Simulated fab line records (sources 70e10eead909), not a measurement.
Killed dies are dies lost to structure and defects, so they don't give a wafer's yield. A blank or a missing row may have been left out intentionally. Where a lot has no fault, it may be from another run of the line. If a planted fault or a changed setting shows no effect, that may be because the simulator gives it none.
8D (eight disciplines) problem report, filled in by code	flow nandHarc	the parts of the form that need people (team, actions taken, sign-off) are left out

## 1. THE ISSUE
Mean of timeToEndpointS at NHARC_A_M0_CMP_23: 11.1 s across 2 wafers in 2 lots; on wafers with no fault it is 28.4 s (standard deviation 2.2). Relative to the usual mean, that is a shift of -7.9 standard deviations.
The step: polishes, t overpolish 20 s, target thk 113.75 nm.
First seen on wafer L558.2, day 20 14:08, on cmp-04. The record holds 37 wafers of 13 lots with a number at this step. Rule for "out", or "out of limits": more than 4 standard deviations from the usual mean. All remaining wafers that have a number are taken as sound.

## 2. WHAT IT IS; WHAT IT IS NOT
question	is	is not
which readings at this step	timeToEndpointS	motorCurrentA
which lots	L558, L560	L546, L547, L548, L549, L550, L551, L563, L564, L566, L568, L569
which wafers of those lots	L558.2, L560.2	L558.1, L560.1
read on which tools	cmp-02, cmp-04	cmp-01
when	from day 20 14:08	up to then (19 sound wafers); but 16 sound wafers of L560, L563, L564, L566, L568, L569 came after

## 3. THE SUSPECTS, EACH WITH WHAT RULES IT OUT
Counting: a tool at a process step up to the reading stays a suspect if it ran every lot that is out. Sound lots after the first of them don't rule it out here, since some wafers of a struck lot are sound.
- pvdSputter-01 at NHARC_A_M0_PRE_CLEAN_29 (time 30 s): kept. It processed each lot that is out (first: L558, day 20 13:22); up to then, its last sound lot is L551 (day 19 05:26). NHARC_A_M0_PRE_CLEAN_29: start missing for some lots; hours and lot order therefore follow NHARC_A_M0_ECD_22.
- ecdCu-02 at NHARC_A_M0_ECD_22 (material Cu, target thk 400 nm): kept. It processed each lot that is out (first: L558, day 20 13:22); up to then, its last sound lot is L551 (day 19 05:26).
The count leaves ecdCu-02 at NHARC_A_M0_ECD_22 and pvdSputter-01 at NHARC_A_M0_PRE_CLEAN_29.

## 4. THE CAUSE (what the simulator had put in)
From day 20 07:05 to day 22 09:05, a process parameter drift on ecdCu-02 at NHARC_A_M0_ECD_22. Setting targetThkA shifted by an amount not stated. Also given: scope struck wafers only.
Counting leaves 2 suspects; this tool is one of them.

## 5. THE CHAIN OF EFFECTS, in route order
Rows list readings where the struck wafers' mean (over those with a number) sits beyond 3 standard deviations from the usual. Only readings for which the record gives a usual standard deviation are gone through. hours: the time from each lot's start at the first step in this table that gives one to its start at this step, as a median over the lots. sigmas: the change in usual standard deviations.
hours	step	reading	usual	on struck wafers	change	sigmas
0	NHARC_A_M0_CMP_23	timeToEndpointS	28.4 s	11.1	-17.3	-7.9
The process steps in it:
- NHARC_A_M0_CMP_23: polishes, t overpolish 20 s, target thk 113.75 nm.
Later steps that measure or inspect, where all struck wafers having a row at the step show a number for every such reading and not one has moved that far: NHARC_A_M0_INSPECT_27.

## 6. HOW IT WOULD HAVE BEEN CAUGHT EARLIER
7 hours passed between the start of the fault at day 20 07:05 and the first reading out of limits in this record, taken at day 20 14:08.
Among the 2 lots that are out, L560 began NHARC_A_M0_ECD_22 on ecdCu-02 after day 20 14:08. Holding the tool at that time would have saved it.
